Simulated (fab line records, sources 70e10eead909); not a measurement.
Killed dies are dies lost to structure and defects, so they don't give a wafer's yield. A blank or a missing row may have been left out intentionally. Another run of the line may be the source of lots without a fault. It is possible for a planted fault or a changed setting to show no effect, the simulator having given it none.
Matching of chambers :: flow nandHarc :: NHARC_P_M0_STRIP_18 on rieDiel-13 has 4 sister chambers
The step strips in N2/H2. 4 wafers are shown with their chamber, then 9 later ones without.

WAFERS, EACH WITH ITS CHAMBER
wafer: L084.5
chamber: 2
showerheadPlenumPTorr (Torr): 1.95

wafer: L085.1
chamber: 0
showerheadPlenumPTorr (Torr): 1.98

wafer: L085.3
chamber: 3
showerheadPlenumPTorr (Torr): 1.91

wafer: L085.4
chamber: 1
showerheadPlenumPTorr (Torr): 2.10

WAFERS MISSING THEIR CHAMBER
wafer: L086.2
showerheadPlenumPTorr (Torr): 1.95

wafer: L086.3
showerheadPlenumPTorr (Torr): 1.98

wafer: L086.5
showerheadPlenumPTorr (Torr): 1.95

wafer: L090.2
showerheadPlenumPTorr (Torr): 1.98

wafer: L090.5
showerheadPlenumPTorr (Torr): 1.98

wafer: L090.6
showerheadPlenumPTorr (Torr): 2.10

wafer: L091.1
showerheadPlenumPTorr (Torr): 1.98

wafer: L091.5
showerheadPlenumPTorr (Torr): 1.95

wafer: L091.6
showerheadPlenumPTorr (Torr): 1.90

WHICH CHAMBER EACH ONE RAN IN
wafer: L086.2
from the rows above: 2
in truth: 2

wafer: L086.3
from the rows above: 0
in truth: 0

wafer: L086.5
from the rows above: 2
in truth: 2

wafer: L090.2
from the rows above: 0
in truth: 0

wafer: L090.5
from the rows above: 0
in truth: 0

wafer: L090.6
from the rows above: 1
in truth: 1

wafer: L091.1
from the rows above: 0
in truth: 0

wafer: L091.5
from the rows above: 2
in truth: 2

wafer: L091.6
from the rows above: 3
in truth: 3
9 of 9 placed correctly. Can't be placed from these rows: 0. Wrongly placed: 0.
How it was worked out, from the rows above alone: a wafer's distance from a chamber is the root of the sum, over the readings, of the square of ((its reading less the chamber's mean) divided by the reading's scatter). If the next closest chamber is less than 2 further off than the closest, the wafer can't be placed; otherwise it belongs to the closest. Each chamber's mean is taken over the wafers shown for it. The scatter: with one shown wafer a chamber, the root of the mean of the squares of how far each hidden wafer lies from its nearest shown one.
